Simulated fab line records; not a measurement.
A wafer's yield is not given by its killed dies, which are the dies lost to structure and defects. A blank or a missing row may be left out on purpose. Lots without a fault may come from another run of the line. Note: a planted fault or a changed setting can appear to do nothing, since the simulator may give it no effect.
Which of the tools did it? / flow n5 finfet / Sampling: 10 lots, 30 wafers, 6 of 1938 route steps

WHAT EACH GAUGE READ, for each wafer
N5_BEOL_M6_INSPECT_58: inspects for defects (darkfield).
lot=L510; measured=day 8 19:02; on=defect inspect-02; raw defect count=67 72 116
lot=L517; measured=day 10 11:13; on=defect inspect-02; raw defect count=66 71 63
lot=L518; measured=day 10 18:00; on=defect inspect-01; raw defect count=91 89 70
lot=L521; measured=day 11 16:55; on=defect inspect-02; raw defect count=65 70 68
lot=L523; measured=day 12 04:10; on=defect inspect-02; raw defect count=1155 1191 1116
lot=L525; measured=day 12 05:15; on=defect inspect-02; raw defect count=1139 1158 1162
lot=L526; measured=day 13 10:04; on=defect inspect-02; raw defect count=84 42 49
lot=L529; measured=day 14 13:22; on=defect inspect-01; raw defect count=105 102 44
lot=L533; measured=day 14 19:26; on=defect inspect-02; raw defect count=70 106 82
lot=L531; measured=day 14 21:14; on=defect inspect-01; raw defect count=65 73 81

N5_BEOL_M7_INSPECT_13: inspects for defects (brightfield).
lot=L510; measured=day 8 20:48; on=defect inspect-01; raw defect count=383 375 478
lot=L517; measured=day 10 13:15; on=defect inspect-02; raw defect count=373 358 368
lot=L518; measured=day 10 19:36; on=defect inspect-01; raw defect count=384 377 407
lot=L521; measured=day 11 21:19; on=defect inspect-02; raw defect count=672 437 500
lot=L523; measured=day 12 07:56; on=defect inspect-02; raw defect count=1421 1421 1334
lot=L525; measured=day 12 08:02; on=defect inspect-02; raw defect count=1424 1474 1480
lot=L526; measured=day 13 11:47; on=defect inspect-01; raw defect count=393 334 366
lot=L529; measured=day 14 15:10; on=defect inspect-01; raw defect count=588 934 401
lot=L533; measured=day 14 21:51; on=defect inspect-01; raw defect count=536 495 717
lot=L531; measured=day 14 23:13; on=defect inspect-02; raw defect count=276 331 439

EACH LOT AND THE TOOL THAT RAN IT (in order: tool; ch and the chambers of the sampled wafers; start)
lot=L510; N5_BEOL_M6_VIA_ETCH_34=rie diel-04 ch 0,1,3, day 8 16:34; N5_BEOL_M6_PRE_CLEAN_45=pvd sputter-03, day 8 17:27; N5_BEOL_M6_ALD_77=ald metal-04 ch 0,1,2, day 8 17:32; N5_BEOL_M6_DEP_56=pecvd-02 ch 1,2, day 8 18:56
lot=L517; N5_BEOL_M6_VIA_ETCH_34=rie diel-03 ch 1,2,3, day 10 06:44; N5_BEOL_M6_PRE_CLEAN_45=pvd sputter-03, day 10 07:39; N5_BEOL_M6_ALD_77=ald metal-04 ch 0,2,3, day 10 07:43; N5_BEOL_M6_DEP_56=pecvd-02 ch 0,1,2, day 10 11:08
lot=L518; N5_BEOL_M6_VIA_ETCH_34=rie diel-04 ch 0,2, day 10 15:12; N5_BEOL_M6_PRE_CLEAN_45=pvd sputter-03, day 10 16:01; N5_BEOL_M6_ALD_77=ald metal-04 ch 0,3, day 10 16:05; N5_BEOL_M6_DEP_56=pecvd-03 ch 0,1,2, day 10 17:54
lot=L521; N5_BEOL_M6_VIA_ETCH_34=rie diel-05 ch 1,2,3, day 11 13:48; N5_BEOL_M6_PRE_CLEAN_45=pvd sputter-02, day 11 14:44; N5_BEOL_M6_ALD_77=ald metal-03 ch 0,1,2, day 11 14:49; N5_BEOL_M6_DEP_56=pecvd-03 ch 0,1, day 11 16:49
lot=L523; N5_BEOL_M6_VIA_ETCH_34=rie diel-05 ch 1,2,3, day 12 01:09; N5_BEOL_M6_PRE_CLEAN_45=pvd sputter-02, day 12 02:15; N5_BEOL_M6_ALD_77=ald metal-01 ch 2,3, day 12 02:19; N5_BEOL_M6_DEP_56=pecvd-02 ch 0,1,2, day 12 04:05
lot=L525; N5_BEOL_M6_VIA_ETCH_34=rie diel-05 ch 0,2,3, day 12 01:36; N5_BEOL_M6_PRE_CLEAN_45=pvd sputter-02, day 12 02:31; N5_BEOL_M6_ALD_77=ald metal-03 ch 0,1,2, day 12 02:35; N5_BEOL_M6_DEP_56=pecvd-02 ch 1,2, day 12 05:10
lot=L526; N5_BEOL_M6_VIA_ETCH_34=rie diel-04 ch 1,2,3, day 13 07:20; N5_BEOL_M6_PRE_CLEAN_45=pvd sputter-01, day 13 08:13; N5_BEOL_M6_ALD_77=ald metal-03 ch 0,1, day 13 08:19; N5_BEOL_M6_DEP_56=pecvd-03 ch 1,2, day 13 09:58
lot=L529; N5_BEOL_M6_VIA_ETCH_34=rie diel-03 ch 2,3, day 14 10:16; N5_BEOL_M6_PRE_CLEAN_45=pvd sputter-03, day 14 11:16; N5_BEOL_M6_ALD_77=ald metal-04 ch 0,3, day 14 11:21; N5_BEOL_M6_DEP_56=pecvd-03 ch 0,1, day 14 13:17
lot=L533; N5_BEOL_M6_VIA_ETCH_34=rie diel-03 ch 1,2,3, day 14 16:58; N5_BEOL_M6_PRE_CLEAN_45=pvd sputter-01, day 14 17:50; N5_BEOL_M6_ALD_77=ald metal-01 ch 1,2,3, day 14 17:55; N5_BEOL_M6_DEP_56=pecvd-03 ch 0,1,2, day 14 19:20
lot=L531; N5_BEOL_M6_VIA_ETCH_34=rie diel-03 ch 0,3, day 14 17:22; N5_BEOL_M6_PRE_CLEAN_45=pvd sputter-01, day 14 18:10; N5_BEOL_M6_ALD_77=ald metal-01 ch 1,2, day 14 18:14; N5_BEOL_M6_DEP_56=pecvd-02 ch 0,2, day 14 21:08
- N5_BEOL_M6_VIA_ETCH_34: etches SiCOH lowk in C4F6/O2, target depth 126.3 nm, time 50.9 s.
- N5_BEOL_M6_PRE_CLEAN_45: time 30 s.
- N5_BEOL_M6_ALD_77: deposits TaN, target thk 2 nm, pulse time 2 s, purge time 3 s.
- N5_BEOL_M6_DEP_56: deposits SiCN from 3MS/NH3, target thk 10 nm, time 17.5 s.

WHAT THE TOOLS THEMSELVES READ (means of the sampled wafers that have a number; where no wafer has one, the mark that the record gives instead)
N5_BEOL_M6_VIA_ETCH_34.
lot=L510; tool=rie diel-04; drypump motor current A (A)=6.3; oes product au (a.u.)=0.73; rf vpp V (V)=673; showerhead plenum p Torr (Torr)=2.87; throttle valve pct (%)=20.65
lot=L517; tool=rie diel-03; drypump motor current A (A)=6.0; oes product au (a.u.)=0.80; rf vpp V (V)=665; showerhead plenum p Torr (Torr)=2.83; throttle valve pct (%)=21.02
lot=L518; tool=rie diel-04; drypump motor current A (A)=6.5; oes product au (a.u.)=0.69; rf vpp V (V)=660; showerhead plenum p Torr (Torr)=2.84; throttle valve pct (%)=20.96
lot=L521; tool=rie diel-05; drypump motor current A (A)=5.7; oes product au (a.u.)=0.78; rf vpp V (V)=651; showerhead plenum p Torr (Torr)=2.91; throttle valve pct (%)=20.71
lot=L523; tool=rie diel-05; drypump motor current A (A)=5.7; oes product au (a.u.)=0.76; rf vpp V (V)=651; showerhead plenum p Torr (Torr)=2.91; throttle valve pct (%)=20.71
lot=L525; tool=rie diel-05; drypump motor current A (A)=6.0; oes product au (a.u.)=0.86; rf vpp V (V)=655; showerhead plenum p Torr (Torr)=2.98; throttle valve pct (%)=20.57
lot=L526; tool=rie diel-04; drypump motor current A (A)=6.2; oes product au (a.u.)=0.87; rf vpp V (V)=666; showerhead plenum p Torr (Torr)=2.81; throttle valve pct (%)=20.62
lot=L529; tool=rie diel-03; drypump motor current A (A)=5.6; oes product au (a.u.)=0.85; rf vpp V (V)=669; showerhead plenum p Torr (Torr)=2.82; throttle valve pct (%)=21.08
lot=L533; tool=rie diel-03; drypump motor current A (A)=6.0; oes product au (a.u.)=0.85; rf vpp V (V)=664; showerhead plenum p Torr (Torr)=2.82; throttle valve pct (%)=20.97
lot=L531; tool=rie diel-03; drypump motor current A (A)=5.4; oes product au (a.u.)=0.77; rf vpp V (V)=668; showerhead plenum p Torr (Torr)=2.79; throttle valve pct (%)=21.04

N5_BEOL_M6_PRE_CLEAN_45.
lot=L510; tool=pvd sputter-03; heater power w (W)=357; susceptor temp C (C)=249.91
lot=L517; tool=pvd sputter-03; heater power w (W)=363; susceptor temp C (C)=250.05
lot=L518; tool=pvd sputter-03; heater power w (W)=356; susceptor temp C (C)=250.12
lot=L521; tool=pvd sputter-02; heater power w (W)=325; susceptor temp C (C)=250.05
lot=L523; tool=pvd sputter-02; heater power w (W)=309; susceptor temp C (C)=249.84
lot=L525; tool=pvd sputter-02; heater power w (W)=302; susceptor temp C (C)=249.99
lot=L526; tool=pvd sputter-01; heater power w (W)=332; susceptor temp C (C)=250.01
lot=L529; tool=pvd sputter-03; heater power w (W)=322; susceptor temp C (C)=249.80
lot=L533; tool=pvd sputter-01; heater power w (W)=318; susceptor temp C (C)=249.93
lot=L531; tool=pvd sputter-01; heater power w (W)=345; susceptor temp C (C)=249.82

N5_BEOL_M6_ALD_77.
lot=L510; tool=ald metal-04; heater power w (W)=405; mfc carrier sccm (sccm)=1503; susceptor temp C (C)=275.02
lot=L517; tool=ald metal-04; heater power w (W)=390; mfc carrier sccm (sccm)=1501; susceptor temp C (C)=275.08
lot=L518; tool=ald metal-04; heater power w (W)=430; mfc carrier sccm (sccm)=1505; susceptor temp C (C)=275.11
lot=L521; tool=ald metal-03; heater power w (W)=412; mfc carrier sccm (sccm)=1505; susceptor temp C (C)=274.91
lot=L523; tool=ald metal-01; heater power w (W)=390; mfc carrier sccm (sccm)=1494; susceptor temp C (C)=274.98
lot=L525; tool=ald metal-03; heater power w (W)=418; mfc carrier sccm (sccm)=1496; susceptor temp C (C)=275.12
lot=L526; tool=ald metal-03; heater power w (W)=406; mfc carrier sccm (sccm)=1499; susceptor temp C (C)=275.23
lot=L529; tool=ald metal-04; heater power w (W)=405; mfc carrier sccm (sccm)=1499; susceptor temp C (C)=275.29
lot=L533; tool=ald metal-01; heater power w (W)=422; mfc carrier sccm (sccm)=1503; susceptor temp C (C)=274.94
lot=L531; tool=ald metal-01; heater power w (W)=421; mfc carrier sccm (sccm)=1500; susceptor temp C (C)=274.96

N5_BEOL_M6_DEP_56.
lot=L510; tool=pecvd-02; showerhead plenum p Torr (Torr)=3.667; throttle valve pct (%)=8.8
lot=L517; tool=pecvd-02; showerhead plenum p Torr (Torr)=3.669; throttle valve pct (%)=8.9
lot=L518; tool=pecvd-03; showerhead plenum p Torr (Torr)=3.672; throttle valve pct (%)=8.7
lot=L521; tool=pecvd-03; showerhead plenum p Torr (Torr)=3.668; throttle valve pct (%)=9.2
lot=L523; tool=pecvd-02; showerhead plenum p Torr (Torr)=3.668; throttle valve pct (%)=8.8
lot=L525; tool=pecvd-02; showerhead plenum p Torr (Torr)=3.671; throttle valve pct (%)=8.8
lot=L526; tool=pecvd-03; showerhead plenum p Torr (Torr)=3.663; throttle valve pct (%)=8.5
lot=L529; tool=pecvd-03; showerhead plenum p Torr (Torr)=3.667; throttle valve pct (%)=9.1
lot=L533; tool=pecvd-03; showerhead plenum p Torr (Torr)=3.669; throttle valve pct (%)=8.7
lot=L531; tool=pecvd-02; showerhead plenum p Torr (Torr)=3.668; throttle valve pct (%)=8.5

THE ANSWER, worked out from the rows above alone
Rule: what is usual is taken from the lots themselves. The widest of any qualifying gaps counts: lots, ordered by their means at a reading, are off when they make up no more than a third of the lots, leave a main group of 4 or more, and stand apart from it by 3 or more times the standard deviation of that group's means. A main group is skipped when, at the precision printed for the reading in the tables above, its means are all equal. Also off: a lot with no number at a reading for which 4 or more lots have one. The other lots that the step has rows for count as sound. After the gauges, taken in route order, come the tools' own readings; for these a lot's mean is taken, as printed above. At the first step where some lot is off, the reading lying furthest off is the one used; lots without a number count as furthest.
Off at N5_BEOL_M6_INSPECT_58 (raw defect count): L523, L525. The main group: mean 75, standard deviation 9.8.
A tool fits if, at a process step before that reading, it ran every lot that is off, and no sound lot after the first of them. Gauges at N5_BEOL_M6_INSPECT_58: tried the same way as those tools. Can't be told from this: 2 tools fit, rie diel-05 at N5_BEOL_M6_VIA_ETCH_34, pvd sputter-02 at N5_BEOL_M6_PRE_CLEAN_45.

WHAT THE SIMULATOR PUT IN
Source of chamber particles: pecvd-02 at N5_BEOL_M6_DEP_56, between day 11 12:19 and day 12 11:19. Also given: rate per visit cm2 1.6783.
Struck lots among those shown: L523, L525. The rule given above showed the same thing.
